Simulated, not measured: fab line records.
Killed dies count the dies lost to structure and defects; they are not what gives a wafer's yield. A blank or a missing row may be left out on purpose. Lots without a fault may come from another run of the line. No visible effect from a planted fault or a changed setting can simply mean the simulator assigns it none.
fab line records	flow nand-harc
[record] lots = 24	wafers = 72	last-day = 34
route steps=1302 shown A_CONTACT@1012
lots with no fault: from the same line, run without faults
start-h: hours from the record's opening day to when the first of the lot's shown wafers began	wait-h: time in hours since the lot's previous step	" the same as in the row above	L1.1+2: several wafers, shown together as one row	- no value present, or no start provided	* or withheld: withheld	< > ~ a bound
route shown NAME@n: NAME is a module with steps in the file, n the number in the route of the first one	usual: average and standard deviation across the fault-free wafers	same: alike in all rows	chamber/n: place in a boat	sites: readings site by site	_std_site: the standard deviation of these	_edge_site: inner sites' mean taken away from outer sites' mean	radius-mm: for every site, how far away it sits from the centre of the wafer	mask NAME#n: copy n	behind: the most recent tool/chamber to have shaped the wafer	hold: reason for holding the lot/hours on hold/outcome of the hold	device: names the non-switching transistor (n, p or np)	end of line: tests of these same wafers at the route's end	a step without rows: its recipe alone	killed: not the wafer's yield, but the dies lost to structure and defects at the first sort	map: a wafer's dies, marking killed ones x, the rest . and places with no die _
set.NAME: setting as actually run; set.NAME@STEP: the setting as run at that earlier step	model.NAME: the simulator's own value behind a step, which no gauge read
the route's steps for a sample of lots (tables are steps, rows are wafers)
services: the hour from which a tool's chamber was out of use, counted from the record's first day as start-h (under 0 if before that day), plus the number of hours and why
[[steps]]
[step NHARC_A_CONTACT_ETCH_118]
[recipe] source-w = withheld	pressure-mtorr = 20	bias-v = 3000	time-s = 190	target-depth-a = 18500	ar-flow-sccm = withheld	c4f8-flow-sccm = withheld	o2-flow-sccm = withheld	chemistry = C4F8/O2/Ar
lot.wafer	tool	chamber	start-h	wait-h	rf-hours-counter-h
L074.1	har-cap-etch-03	0	478.56	0.1	37
L074.2	"	1	"	"	37
L074.6	"	0	"	"	-
L076.2	har-cap-etch-03	1	512.41	0.1	41
L076.1	"	0	"	"	41
L076.6	"	0	"	"	-
L075.4	har-cap-etch-02	1	513.82	0.1	-
L075.3	"	0	"	"	-
L075.6	"	0	"	"	-
L077.2	har-cap-etch-01	1	522.82	0.1	1
L077.4	"	1	"	"	-
L077.3	"	0	"	"	-
L078.1	har-cap-etch-01	1	528.51	0.1	3
L078.3	"	0	"	"	-
L078.6	"	1	"	"	-
L079.4	har-cap-etch-01	1	545.07	0.1	-
L079.5	"	1	"	"	-
L079.6	"	0	"	"	-
L080.2	har-cap-etch-01	1	560.03	0.1	9
L080.1	"	0	"	"	9
L080.5	"	1	"	"	-
L081.1	har-cap-etch-01	0	580.41	0.1	12
L081.4	"	0	"	"	-
L081.5	"	0	"	"	-
L082.3	har-cap-etch-03	0	581.37	0.1	-
L082.6	"	0	"	"	-
L082.5	"	1	"	"	-
L085.1	har-cap-etch-03	1	606.49	0.1	56
L085.2	"	0	"	"	56
L085.4	"	1	"	"	-
L084.2	har-cap-etch-02	1	607.83	0.2	103
L084.3	"	1	"	"	-
L084.4	"	0	"	"	-
L083.1	har-cap-etch-01	1	610.02	0.1	17
L083.3	"	0	"	"	-
L083.6	"	1	"	"	-
L087.1	har-cap-etch-03	0	610.26	0.1	58
L087.5	"	1	"	"	-
L087.6	"	0	"	"	-
L086.2	har-cap-etch-01	0	619.89	0.1	19
L086.1	"	1	"	"	19
L086.6	"	1	"	"	-
L088.2	har-cap-etch-03	1	633.41	0.1	64
L088.3	"	1	"	"	-
L088.6	"	1	"	"	-
L090.2	har-cap-etch-02	1	633.58	0.2	109
L090.3	"	0	"	"	-
L090.5	"	0	"	"	-
L089.4	har-cap-etch-01	1	641.99	0.1	-
L089.3	"	0	"	"	-
L089.5	"	1	"	"	-
L091.1	har-cap-etch-03	0	665.21	0.1	71
L091.4	"	1	"	"	-
L091.6	"	0	"	"	-
L092.1	har-cap-etch-01	0	676.22	0.1	32
L092.4	"	1	"	"	-
L092.3	"	0	"	"	-
L093.1	har-cap-etch-01	0	689.52	0.1	35
L093.4	"	0	"	"	-
L093.3	"	1	"	"	-
L094.2	har-cap-etch-03	0	690.64	0.1	75
L094.5	"	0	"	"	-
L094.6	"	1	"	"	-
L096.4	har-cap-etch-01	1	700.46	0.1	-
L096.3	"	0	"	"	-
L096.6	"	0	"	"	-
L095.2	har-cap-etch-03	1	700.72	0.1	77
L095.1	"	0	"	"	77
L095.3	"	0	"	"	-
L097.2	har-cap-etch-03	0	739.70	0.1	82
L097.4	"	0	"	"	-
L097.3	"	1	"	"	-
[step NHARC_A_CONTACT_DEP_57]
[recipe] target-thk-a = 53000	temp-c = 400	material = aC
[usual] throttle-valve-pct = 35.000/0.0093
lot.wafer	tool	chamber	start-h	wait-h	throttle-valve-pct
L074.1	acl-dep-02	0	481.98	-	35.003
L074.2	"	0	"	"	34.989
L074.6	"	0	484.62	-	35.007
L076.1	acl-dep-03	0	517.93	-	34.994
L076.2	"	0	"	"	34.994
L076.6	"	0	520.66	-	35.021
L075.3	acl-dep-01	0	520.33	-	34.981
L075.4	"	0	"	"	34.987
L075.6	"	0	521.95	-	34.986
L077.2	acl-dep-02	0	526.45	-	35.005
L077.3	"	0	"	"	34.996
L077.4	"	0	"	"	35.003
L078.1	acl-dep-02	0	532.73	-	35.005
L078.3	"	0	533.81	-	35.005
L078.6	"	0	535.42	-	35.000
L079.4	acl-dep-02	0	549.95	-	35.007
L079.5	"	0	"	"	34.994
L079.6	"	0	"	"	34.991
L080.1	acl-dep-03	0	568.48	-	35.019
L080.2	"	0	"	"	34.996
L080.5	"	0	570.65	-	34.993
L081.1	acl-dep-03	0	587.23	-	34.978
L081.4	"	0	588.83	-	34.989
L081.5	"	0	"	"	34.990
L082.3	acl-dep-02	0	588.46	-	35.004
L082.5	"	0	589.54	-	35.005
L082.6	"	0	"	"	35.016
L085.1	acl-dep-03	0	611.25	-	35.001
L085.2	"	0	"	"	35.005
L085.4	"	0	612.86	-	35.003
L084.2	acl-dep-02	0	613.66	-	34.987
L084.3	"	0	"	"	34.999
L084.4	"	0	"	"	35.005
L083.1	acl-dep-01	0	615.61	-	35.020
L083.3	"	0	616.67	-	35.004
L083.6	"	0	618.26	-	34.993
L087.1	acl-dep-03	0	616.28	-	35.010
L087.5	"	0	618.38	-	34.998
L087.6	"	0	"	"	34.989
L086.1	acl-dep-03	0	629.20	-	35.004
L086.2	"	0	"	"	35.013
L086.6	"	0	631.85	-	35.012
L088.2	acl-dep-02	0	639.22	-	34.992
L088.3	"	0	"	"	34.995
L088.6	"	0	641.36	-	34.993
L090.2	acl-dep-01	0	639.99	-	35.005
L090.3	"	0	"	"	34.995
L090.5	"	0	641.58	-	34.997
L089.3	acl-dep-02	0	646.53	-	35.019
L089.4	"	0	"	"	34.998
L089.5	"	0	"	"	35.013
L091.1	acl-dep-02	0	668.89	-	35.001
L091.4	"	0	670.51	-	34.998
L091.6	"	0	671.60	-	34.995
L092.1	acl-dep-01	0	679.23	-	34.993
L092.3	"	0	680.31	-	35.007
L092.4	"	0	"	"	34.993
L093.1	acl-dep-03	0	694.82	-	34.990
L093.3	"	0	695.91	-	35.008
L093.4	"	0	"	"	34.995
L094.2	acl-dep-02	0	697.07	-	35.017
L094.5	"	0	698.67	-	34.984
L094.6	"	0	"	"	34.999
L096.3	acl-dep-02	0	704.77	-	35.006
L096.4	"	0	"	"	35.001
L096.6	"	0	706.38	-	35.010
L095.1	acl-dep-01	0	706.55	-	34.992
L095.2	"	0	"	"	35.006
L095.3	"	0	"	"	35.006
L097.2	acl-dep-02	0	746.72	-	34.990
L097.3	"	0	"	"	35.002
L097.4	"	0	"	"	34.992
[step NHARC_A_CONTACT_ETCH_126]
[recipe] source-w = withheld	pressure-mtorr = 20	bias-v = 3000	time-s = 197	target-depth-a = 19180	ar-flow-sccm = withheld	c4f8-flow-sccm = withheld	o2-flow-sccm = withheld	chemistry = C4F8/O2/Ar
lot.wafer	tool	chamber	start-h	wait-h	rf-hours-counter-h
L074.1	har-cap-etch-03	1	487.86	0.1	39
L074.2	"	0	"	"	39
L074.6	"	1	"	"	-
L076.1	har-cap-etch-03	1	524.36	0.1	43
L076.2	"	0	"	"	43
L076.6	"	1	"	"	-
L075.3	har-cap-etch-02	0	525.53	0.2	-
L075.4	"	1	"	"	-
L075.6	"	1	"	"	-
L077.2	har-cap-etch-03	0	531.97	0.1	45
L077.4	"	1	"	"	-
L077.3	"	0	"	"	-
L078.1	har-cap-etch-03	1	538.83	0.1	46
L078.3	"	1	"	"	-
L078.6	"	0	"	"	-
L079.4	har-cap-etch-02	0	554.55	0.1	-
L079.5	"	0	"	"	-
L079.6	"	1	"	"	-
L080.1	har-cap-etch-02	1	574.56	0.1	98
L080.2	"	0	"	"	98
L080.5	"	1	"	"	-
L081.1	har-cap-etch-01	0	593.19	0.1	13
L081.4	"	0	"	"	-
L081.5	"	0	"	"	-
L082.3	har-cap-etch-03	0	594.45	0.2	-
L082.5	"	1	"	"	-
L082.6	"	0	"	"	-
L085.2	har-cap-etch-02	0	617.43	0.2	104
L085.1	"	1	"	"	104
L085.4	"	1	"	"	-
L084.2	har-cap-etch-03	0	619.15	0.1	59
L084.4	"	1	"	"	-
L084.3	"	0	"	"	-
L083.1	har-cap-etch-02	0	621.81	0.1	106
L083.3	"	0	"	"	-
L083.6	"	1	"	"	-
L087.1	har-cap-etch-03	0	622.30	0.1	61
L087.6	"	1	"	"	-
L087.5	"	0	"	"	-
L086.2	har-cap-etch-01	1	635.22	0.1	23
L086.1	"	0	"	"	23
L086.6	"	0	"	"	-
L088.2	har-cap-etch-03	1	644.81	0.1	67
L088.3	"	0	"	"	-
L088.6	"	0	"	"	-
L090.2	har-cap-etch-02	0	645.52	0.1	112
L090.3	"	0	"	"	-
L090.5	"	0	"	"	-
L089.3	har-cap-etch-03	1	651.72	0.1	-
L089.4	"	0	"	"	-
L089.5	"	1	"	"	-
L091.1	har-cap-etch-02	0	675.06	0.1	115
L091.4	"	0	"	"	-
L091.6	"	0	"	"	-
L092.1	har-cap-etch-02	0	685.28	0.1	116
L092.3	"	0	"	"	-
L092.4	"	1	"	"	-
L093.1	har-cap-etch-02	1	700.81	0.1	120
L093.3	"	1	"	"	-
L093.4	"	0	"	"	-
L094.2	har-cap-etch-01	1	702.59	0.1	38
L094.5	"	1	"	"	-
L094.6	"	0	"	"	-
L096.4	har-cap-etch-02	1	710.00	0.1	-
L096.3	"	0	"	"	-
L096.6	"	1	"	"	-
L095.1	har-cap-etch-03	0	713.84	0.1	80
L095.2	"	1	"	"	80
L095.3	"	0	"	"	-
L097.2	har-cap-etch-03	0	752.29	0.1	84
L097.4	"	1	"	"	-
L097.3	"	0	"	"	-
[step NHARC_A_CONTACT_ETCH_128]
[recipe] source-w = withheld	pressure-mtorr = 20	bias-v = 3000	time-s = 197	target-depth-a = 19180	ar-flow-sccm = withheld	c4f8-flow-sccm = withheld	o2-flow-sccm = withheld	chemistry = C4F8/O2/Ar
lot.wafer	tool	chamber	start-h	wait-h	rf-hours-counter-h
L074.1	har-cap-etch-03	1	488.21	0.1	39
L074.2	"	0	"	"	39
L074.6	"	1	"	"	-
L076.1	har-cap-etch-03	1	524.72	0.1	43
L076.2	"	0	"	"	43
L076.6	"	1	"	"	-
L075.3	har-cap-etch-02	0	526.00	0.2	-
L075.4	"	1	"	"	-
L075.6	"	1	"	"	-
L077.2	har-cap-etch-03	0	532.32	0.1	45
L077.4	"	1	"	"	-
L077.3	"	0	"	"	-
L078.1	har-cap-etch-03	1	539.19	0.2	47
L078.3	"	1	"	"	-
L078.6	"	0	"	"	-
L079.4	har-cap-etch-02	0	554.91	0.1	-
L079.5	"	0	"	"	-
L079.6	"	1	"	"	-
L080.1	har-cap-etch-02	1	574.92	0.1	98
L080.2	"	0	"	"	98
L080.5	"	1	"	"	-
L081.1	har-cap-etch-01	0	593.55	0.1	13
L081.4	"	0	"	"	-
L081.5	"	0	"	"	-
L082.3	har-cap-etch-03	0	594.92	0.2	-
L082.5	"	1	"	"	-
L082.6	"	0	"	"	-
L085.2	har-cap-etch-02	0	617.90	0.2	105
L085.1	"	1	"	"	105
L085.4	"	1	"	"	-
L084.2	har-cap-etch-03	0	619.50	0.1	60
L084.4	"	1	"	"	-
L084.3	"	0	"	"	-
L083.1	har-cap-etch-02	0	622.16	0.1	107
L083.3	"	0	"	"	-
L083.6	"	1	"	"	-
L087.1	har-cap-etch-03	0	622.65	0.1	62
L087.6	"	1	"	"	-
L087.5	"	0	"	"	-
L086.2	har-cap-etch-01	1	635.58	0.1	24
L086.1	"	0	"	"	24
L086.6	"	0	"	"	-
L088.2	har-cap-etch-03	1	645.16	0.1	67
L088.3	"	0	"	"	-
L088.6	"	0	"	"	-
L090.2	har-cap-etch-02	0	645.87	0.1	112
L090.3	"	0	"	"	-
L090.5	"	0	"	"	-
L089.3	har-cap-etch-03	1	652.07	0.1	-
L089.4	"	0	"	"	-
L089.5	"	1	"	"	-
L091.1	har-cap-etch-02	0	675.41	0.1	115
L091.4	"	0	"	"	-
L091.6	"	0	"	"	-
L092.1	har-cap-etch-02	0	685.64	0.2	117
L092.3	"	0	"	"	-
L092.4	"	1	"	"	-
L093.1	har-cap-etch-02	1	701.16	0.1	120
L093.3	"	1	"	"	-
L093.4	"	0	"	"	-
L094.2	har-cap-etch-01	1	702.94	0.1	39
L094.5	"	1	"	"	-
L094.6	"	0	"	"	-
L096.4	har-cap-etch-02	1	710.35	0.1	-
L096.3	"	0	"	"	-
L096.6	"	1	"	"	-
L095.1	har-cap-etch-03	0	714.20	0.1	80
L095.2	"	1	"	"	80
L095.3	"	0	"	"	-
L097.2	har-cap-etch-03	0	752.64	0.1	84
L097.4	"	1	"	"	-
L097.3	"	0	"	"	-
[step NHARC_A_CONTACT_STRIP_82]
[recipe] o2-flow-sccm = 500	ar-flow-sccm = 0	bias-w = 0	chemistry = O2
[usual] drypump-motor-current-A = 5.71/0.3	oes-product-au = 0.999/0.01	rf-vpp-V = 57.8/0.97	showerhead-plenum-p-Torr = 3.49/0.19	throttle-valve-pct = 17.037/0.009
[same] bias-w = 0
lot.wafer	tool	chamber	start-h	wait-h	drypump-motor-current-A	oes-product-au	rf-hours-counter-h	rf-vpp-V	showerhead-plenum-p-Torr	throttle-valve-pct
L074.2	rie-diel-05	3	-	-	6.01	0.995	20	59.1	3.56	17.026
L074.1	"	1	"	"	5.80	0.987	24	56.6	3.32	17.043
L074.6	"	3	"	"	6.04	0.999	-	56.6	3.55	17.045
L076.1	rie-diel-07	0	-	-	5.74	0.998	5	59.0	3.71	17.047
L076.2	"	2	"	"	5.11	1.002	3	57.1	3.41	17.024
L076.6	"	3	"	"	5.76	0.999	-	58.3	3.81	17.054
L075.4	rie-diel-07	3	-	-	5.80	1.003	5	59.2	3.81	17.041
L075.3	"	0	"	"	5.74	1.006	5	59.2	3.71	17.035
L075.6	"	3	"	"	5.81	1.007	-	59.1	3.81	17.047
L077.4	rie-diel-07	3	-	-	5.76	1.010	6	58.2	3.80	17.051
L077.3	"	0	"	"	5.75	1.003	6	58.7	3.71	17.047
L077.2	"	1	"	"	5.94	1.000	6	56.0	3.31	17.036
L078.1	rie-diel-07	1	-	-	5.90	1.000	7	57.6	3.31	17.061
L078.3	"	0	"	"	5.73	1.004	7	59.1	3.71	17.040
L078.6	"	2	"	"	5.11	1.004	-	57.3	3.41	17.044
L079.4	rie-diel-07	1	-	-	5.89	0.995	10	57.2	3.31	17.039
L079.6	"	2	"	"	5.10	1.004	-	58.8	3.41	17.033
L079.5	"	3	"	"	5.78	1.008	-	58.9	3.80	17.033
L080.1	rie-diel-05	3	-	-	6.04	0.988	51	58.8	3.54	17.033
L080.2	"	0	"	"	5.58	1.000	53	58.1	3.32	17.025
L080.5	"	0	"	"	5.58	1.001	-	56.7	3.32	17.036
L081.1	rie-diel-11	1	-	-	5.45	1.001	53	57.0	3.31	17.043
L081.4	"	2	"	"	6.10	1.002	51	58.7	3.78	17.034
L081.5	"	0	"	"	5.97	0.981	-	56.5	3.30	17.027
L082.3	rie-diel-07	2	-	-	5.10	1.002	11	57.8	3.40	17.015
L082.6	"	1	"	"	5.88	0.995	-	57.2	3.30	17.031
L082.5	"	2	"	"	5.10	1.008	-	56.9	3.40	17.038
L085.1	rie-diel-05	3	-	-	6.04	1.009	8	58.3	3.53	17.048
L085.4	"	0	"	"	5.58	0.971	8	57.0	3.31	17.037
L085.2	"	2	"	"	6.09	0.984	8	58.3	3.57	17.046
L084.2	rie-diel-05	0	-	-	5.57	0.985	9	58.4	3.31	17.044
L084.4	"	1	"	"	5.77	0.991	8	57.6	3.29	17.024
L084.3	"	3	"	"	6.02	1.004	9	57.5	3.53	17.041
L083.1	rie-diel-05	2	-	-	6.07	0.992	9	58.9	3.57	17.035
L083.3	"	3	"	"	6.06	1.006	10	57.2	3.53	17.039
L083.6	"	1	"	"	5.77	0.992	-	56.2	3.29	17.044
L087.1	rie-diel-07	2	-	-	5.10	1.007	16	58.4	3.40	17.049
L087.6	"	1	"	"	5.91	0.986	-	57.5	3.30	17.047
L087.5	"	2	"	"	5.12	1.010	-	59.3	3.40	17.035
L086.2	rie-diel-07	2	-	-	5.09	1.012	18	58.3	3.40	17.032
L086.1	"	0	"	"	5.76	1.002	22	58.0	3.70	17.032
L086.6	"	1	"	"	5.92	0.990	-	56.8	3.30	17.046
L088.3	rie-diel-07	1	-	-	5.89	0.996	24	58.8	3.30	17.046
L088.2	"	3	"	"	5.79	1.001	25	57.8	3.79	17.036
L088.6	"	1	"	"	5.89	0.981	-	58.0	3.30	17.035
L090.2	rie-diel-05	0	-	-	5.58	0.979	20	57.5	3.31	17.044
L090.3	"	2	"	"	6.08	0.987	19	55.6	3.56	17.036
L090.5	"	3	"	"	6.02	1.007	-	59.6	3.53	17.032
L089.3	rie-diel-05	0	-	-	5.56	0.992	23	55.7	3.31	17.036
L089.5	"	1	"	"	5.80	0.996	-	57.5	3.29	17.057
L089.4	"	3	"	"	6.04	1.002	-	57.4	3.52	17.045
L091.1	rie-diel-07	3	-	-	5.77	1.011	1	59.4	3.79	17.038
L091.4	"	0	"	"	5.76	1.011	1	58.7	3.70	17.026
L091.6	"	3	"	"	5.74	1.008	-	58.7	3.79	17.041
L092.1	rie-diel-11	2	-	-	6.06	0.999	23	58.3	3.76	17.031
L092.4	"	3	"	"	5.70	0.985	25	54.8	3.43	17.023
L092.3	"	0	"	"	5.98	0.988	29	56.8	3.28	17.046
L093.4	rie-diel-11	3	-	-	5.68	0.994	30	57.4	3.43	17.027
L093.1	"	1	"	"	5.50	0.997	30	54.7	3.29	17.046
L093.3	"	2	"	"	6.08	1.023	27	58.6	3.76	17.034
L094.2	rie-diel-07	0	-	-	5.75	1.011	7	58.5	3.70	17.033
L094.6	"	0	"	"	5.75	1.010	-	59.3	3.70	17.026
L094.5	"	1	"	"	5.86	1.026	-	57.3	3.29	17.038
L096.4	rie-diel-07	1	-	-	5.88	1.013	10	58.1	3.29	17.037
L096.3	"	2	"	"	5.11	1.003	10	57.3	3.39	17.045
L096.6	"	1	"	"	5.86	1.012	-	58.2	3.29	17.031
L095.1	rie-diel-07	3	-	-	5.79	1.003	9	58.1	3.79	17.049
L095.3	"	0	"	"	5.73	1.010	9	59.5	3.70	17.046
L095.2	"	1	"	"	5.90	1.013	10	56.6	3.29	17.040
L097.3	rie-diel-11	2	-	-	6.06	1.012	46	58.9	3.75	17.028
L097.2	"	3	"	"	5.69	0.988	43	56.9	3.42	17.044
L097.4	"	0	"	"	5.93	0.998	49	58.0	3.27	17.024
[step NHARC_A_CONTACT_DESCUM_13]
[recipe] time-s = 3	o2-flow-sccm = 200	ar-flow-sccm = 0	bias-power-w = 0	chemistry = O2
[usual] drypump-motor-current-A = 5.70/0.29	oes-product-au = 0.998/0.0098	rf-vpp-V = 57.6/0.97	showerhead-plenum-p-Torr = 1.90/0.12	throttle-valve-pct = 11.311/0.0093
lot.wafer	tool	chamber	start-h	wait-h	drypump-motor-current-A	oes-product-au	rf-hours-counter-h	rf-vpp-V	showerhead-plenum-p-Torr	throttle-valve-pct
L074.2	rie-diel-05	0	495.35	0.1	5.57	0.991	25	57.3	1.80	11.307
L074.1	"	3	"	"	6.04	0.996	21	58.3	1.93	11.299
L074.6	"	0	"	"	5.55	0.999	-	56.9	1.80	11.305
L076.1	rie-diel-07	2	531.32	0.1	5.09	0.999	4	57.1	1.84	11.302
L076.2	"	3	"	"	5.76	1.004	5	58.2	2.08	11.308
L076.6	"	3	"	"	5.75	1.006	-	59.1	2.07	11.321
L075.4	rie-diel-11	2	533.67	0.1	6.03	1.005	31	58.2	2.07	11.309
L075.3	"	3	"	"	5.68	0.986	32	57.8	1.87	11.314
L075.6	"	2	"	"	6.07	1.002	-	58.8	2.07	11.307
L077.2	rie-diel-11	1	537.79	0.1	5.47	1.015	35	56.8	1.79	11.313
L077.4	"	3	"	"	5.67	1.005	33	58.8	1.87	11.316
L077.3	"	0	"	"	5.93	0.990	33	56.8	1.78	11.307
L078.3	rie-diel-07	0	544.72	0.1	5.73	0.993	8	58.4	2.02	11.331
L078.1	"	3	"	"	5.77	1.015	8	57.8	2.07	11.317
L078.6	"	0	"	"	5.73	0.996	-	57.1	2.02	11.301
L079.4	rie-diel-11	0	561.72	0.1	5.95	0.986	41	58.4	1.78	11.302
L079.5	"	3	"	"	5.67	0.991	-	57.4	1.87	11.308
L079.6	"	0	"	"	5.94	0.992	-	57.5	1.78	11.303
L080.1	rie-diel-07	2	583.38	0.1	5.07	1.007	9	57.5	1.84	11.306
L080.2	"	3	"	"	5.74	0.997	13	57.6	2.07	11.302
L080.5	"	0	"	"	5.72	0.992	-	59.8	2.02	11.297
L081.1	rie-diel-07	0	598.90	0.1	5.74	0.995	15	56.6	2.02	11.310
L081.4	"	1	"	"	5.92	0.994	15	58.3	1.78	11.332
L081.5	"	1	"	"	5.90	0.992	-	56.9	1.78	11.309
L082.3	rie-diel-07	1	600.77	0.1	5.86	1.004	15	57.4	1.78	11.300
L082.5	"	2	"	"	5.10	1.007	-	58.1	1.84	11.314
L082.6	"	3	"	"	5.75	1.009	-	58.4	2.07	11.308
L085.2	rie-diel-07	2	625.90	0.1	5.10	1.020	16	57.2	1.84	11.312
L085.1	"	0	"	"	5.74	1.002	21	57.7	2.02	11.307
L085.4	"	1	"	"	5.91	1.000	20	59.0	1.78	11.303
L084.3	rie-diel-07	3	631.68	0.1	5.74	1.006	21	58.3	2.07	11.306
L084.4	"	0	"	"	5.70	0.990	22	58.4	2.02	11.315
L084.2	"	1	"	"	5.87	1.002	21	56.7	1.78	11.316
L083.1	rie-diel-11	0	635.07	0.1	5.93	0.994	6	57.1	1.77	11.314
L083.3	"	2	"	"	6.05	1.002	3	57.7	2.06	11.313
L083.6	"	0	"	"	5.96	0.984	-	55.2	1.77	11.317
L087.1	rie-diel-07	3	637.74	0.1	5.77	1.004	22	57.3	2.07	11.312
L087.6	"	1	"	"	5.87	0.995	-	57.2	1.78	11.309
L087.5	"	2	"	"	5.09	0.999	-	57.7	1.84	11.326
L086.1	rie-diel-05	0	644.56	0.1	5.56	0.972	18	57.4	1.79	11.313
L086.2	"	2	"	"	6.05	0.988	17	58.2	1.93	11.300
L086.6	"	1	"	"	5.77	0.987	-	58.1	1.77	11.306
L088.2	rie-diel-11	3	650.51	0.1	5.68	0.978	12	56.7	1.86	11.299
L088.3	"	0	"	"	5.96	0.989	14	56.4	1.77	11.302
L088.6	"	2	"	"	6.05	1.014	-	57.2	2.05	11.306
L090.3	rie-diel-05	0	651.40	0.1	5.56	0.979	22	58.3	1.79	11.305
L090.2	"	1	"	"	5.74	0.994	22	56.1	1.77	11.312
L090.5	"	3	"	"	6.05	0.993	-	57.9	1.91	11.314
L089.3	rie-diel-11	0	658.32	0.1	5.96	1.000	17	56.6	1.77	11.316
L089.4	"	3	"	"	5.68	0.982	15	58.5	1.86	11.307
L089.5	"	0	"	"	5.97	1.005	-	56.2	1.77	11.309
L091.4	rie-diel-07	3	680.88	0.1	5.77	0.996	1	58.3	2.07	11.321
L091.1	"	1	"	"	5.89	1.008	2	57.4	1.78	11.312
L091.6	"	0	"	"	5.73	1.006	-	57.7	2.01	11.324
L092.1	rie-diel-07	1	691.32	0.1	5.89	0.999	4	57.0	1.78	11.313
L092.3	"	2	"	"	5.08	1.002	4	58.2	1.84	11.301
L092.4	"	3	"	"	5.73	0.998	4	58.7	2.07	11.316
L093.1	rie-diel-07	2	707.10	0.1	5.08	1.010	7	57.6	1.84	11.301
L093.4	"	3	"	"	5.77	1.001	7	57.7	2.07	11.311
L093.3	"	1	"	"	5.89	1.010	7	57.0	1.78	11.312
L094.2	rie-diel-07	3	708.50	0.1	5.74	0.999	8	56.1	2.07	11.298
L094.5	"	1	"	"	5.92	1.018	-	57.8	1.78	11.312
L094.6	"	2	"	"	5.09	1.003	-	57.5	1.84	11.316
L096.3	rie-diel-11	2	715.79	0.1	6.03	0.998	34	58.1	2.05	11.310
L096.4	"	3	"	"	5.69	0.983	32	55.8	1.85	11.312
L096.6	"	0	"	"	5.96	0.986	-	56.2	1.76	11.311
L095.3	rie-diel-07	0	719.57	0.1	5.70	0.997	9	58.7	2.01	11.313
L095.2	"	1	"	"	5.88	1.015	10	57.8	1.78	11.305
L095.1	"	2	"	"	5.12	1.002	10	57.3	1.83	11.278
L097.2	rie-diel-05	0	758.90	0.1	5.56	0.990	62	57.9	1.77	11.320
L097.4	"	1	"	"	5.78	0.996	64	58.4	1.76	11.298
L097.3	"	3	"	"	6.07	1.005	59	58.3	1.90	11.312
[[services]]
tool	chamber	start-h	hours	kind
har-cap-etch-02	-	461.60	1.2	repair
rie-diel-07	-	471.75	9.0	pm
acl-dep-03	-	478.23	10.0	repair
acl-dep-03	-	488.25	13.0	pm
rie-diel-07	2	495.33	10.2	repair
har-cap-etch-01	-	497.00	17.0	pm
rie-diel-07	3	507.09	1.3	repair
rie-diel-05	2	514.91	3.0	repair
rie-diel-07	2	518.93	7.4	repair
rie-diel-07	2	544.02	7.6	repair
rie-diel-05	0	554.66	1.3	repair
rie-diel-11	-	555.10	0.7	repair
acl-dep-01	-	556.05	13.0	pm
rie-diel-05	-	583.74	9.0	pm
rie-diel-11	2	584.07	7.0	repair
rie-diel-11	2	603.70	5.3	repair
rie-diel-11	-	612.82	9.0	pm
acl-dep-02	-	616.35	13.0	pm
rie-diel-07	-	648.75	9.0	pm
rie-diel-05	2	653.44	5.8	repair
acl-dep-03	-	669.99	13.0	pm
rie-diel-11	3	705.08	4.3	repair
acl-dep-01	-	738.35	13.0	pm
har-cap-etch-02	-	754.98	17.0	pm
[[key]]
fault none
